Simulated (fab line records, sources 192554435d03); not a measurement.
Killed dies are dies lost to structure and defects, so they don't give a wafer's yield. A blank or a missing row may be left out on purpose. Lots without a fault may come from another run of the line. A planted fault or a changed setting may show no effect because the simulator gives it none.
One fault seen from 2 desks | flow n5_finfet | each desk has only its own numbers; what lay behind them comes last

THE METROLOGY DESK
What the gauges read, lot by lot, whatever tool the lot ran on: means of the sampled wafers that have a number. A lot is out of limits, marked OUT, if its mean lies more than 4 standard deviations from the usual mean; the brackets give that distance. Of its 15 readings 7 are shown: the one that was out of limits first, and those that lie furthest out on some lot.
Columns: A = thk_nm at N5_SD_EPI_N_EPI_MEAS_23, usual 58.8 nm; B = RS_SD_N at N5_SD_ACTIVATION_RS_MEAS_03, usual 21.99 ohm/sq; C = RS_SD_P at N5_SD_ACTIVATION_RS_MEAS_03, usual 56.2 ohm/sq; D = DIBL_P at N5_BEOL_M4_RC_MEAS_101, usual 36.2 mV/V; E = IOFF_P at N5_BEOL_M4_RC_MEAS_101, usual 0.21 nA/um; F = ION_P at N5_BEOL_M4_RC_MEAS_101, usual 463 uA/um; G = RS_SD_N at N5_BEOL_M4_RC_MEAS_101, usual 28.5 ohm/sq
lot  | first seen here | A    | B                | C    | D    | E    | F   | G
L487 | day 3 02:18     | 59.0 | 22.01            | 55.4 | 35.2 | 0.19 | 453 | 28.4
L488 | day 3 06:40     | 59.1 | 21.86            | 58.0 | 37.9 | 0.24 | 466 | 28.5
L490 | day 3 19:38     | 56.5 | 22.17            | 57.5 | 37.4 | 0.21 | 462 | 29.3
L492 | day 4 07:55     | 58.4 | 21.87            | 56.3 | 31.9 | 0.14 | 450 | 28.7
L501 | day 6 15:52     | 62.4 | 20.29 (-6.5) OUT | 54.6 | 36.4 | 0.22 | 461 | 26.5 (-5.1) OUT
L505 | day 7 14:10     | 62.9 | 20.19 (-6.9) OUT | 56.3 | 37.5 | 0.27 | 471 | 26.1 (-6.1) OUT
L507 | day 8 00:19     | 59.1 | 21.84            | 57.3 | 38.6 | 0.24 | 467 | 28.2
L509 | day 8 13:16     | 57.7 | 22.08            | 54.4 | 37.0 | 0.24 | 467 | 28.7
L510 | day 8 17:53     | 58.7 | 22.05            | 55.4 | 34.3 | 0.19 | 457 | 28.4
This desk's finding: out of limits on L501, L505; first on L501, day 7 00:59 (RS_SD_N at N5_SD_ACTIVATION_RS_MEAS_03). In limits: L487, L488, L490, L492, L507, L509, L510.

THE TOOL OWNER'S DESK: epi_rpcvd-04
The tool's own readings at N5_SD_EPI_N_EPI_21 (deposits Si:P, time 690 s): means of the sampled wafers that have a number, for each lot that ran on this tool. A lot is out of limits, marked OUT, if its mean lies more than 4 standard deviations from the usual mean; the brackets give that distance.
Columns: A = susceptor_temp_C at N5_SD_EPI_N_EPI_21, usual 679.99 C
lot  | first seen here | A
L490 | day 4 00:04     | 679.75
L501 | day 6 17:59     | 679.98
L505 | day 7 16:40     | 679.85
This desk's finding: nothing out of limits on any of the 3 lots.

PUT TOGETHER
The metrology desk could have raised an alarm at day 7 00:59, on L501, L505.
The tool owner's desk saw nothing out of limits.
The tool owner's desk has L501, L505 on record, within its limits.
Of the lots named, all ran N5_SD_EPI_N_EPI_21 on epi_rpcvd-04.

WHAT THE SIMULATOR HAD PUT IN
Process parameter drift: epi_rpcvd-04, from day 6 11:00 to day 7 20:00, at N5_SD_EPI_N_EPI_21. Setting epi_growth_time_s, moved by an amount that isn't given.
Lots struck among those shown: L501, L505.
Hours from the fault's start to each desk's first reading out of limits: the metrology desk, 14.
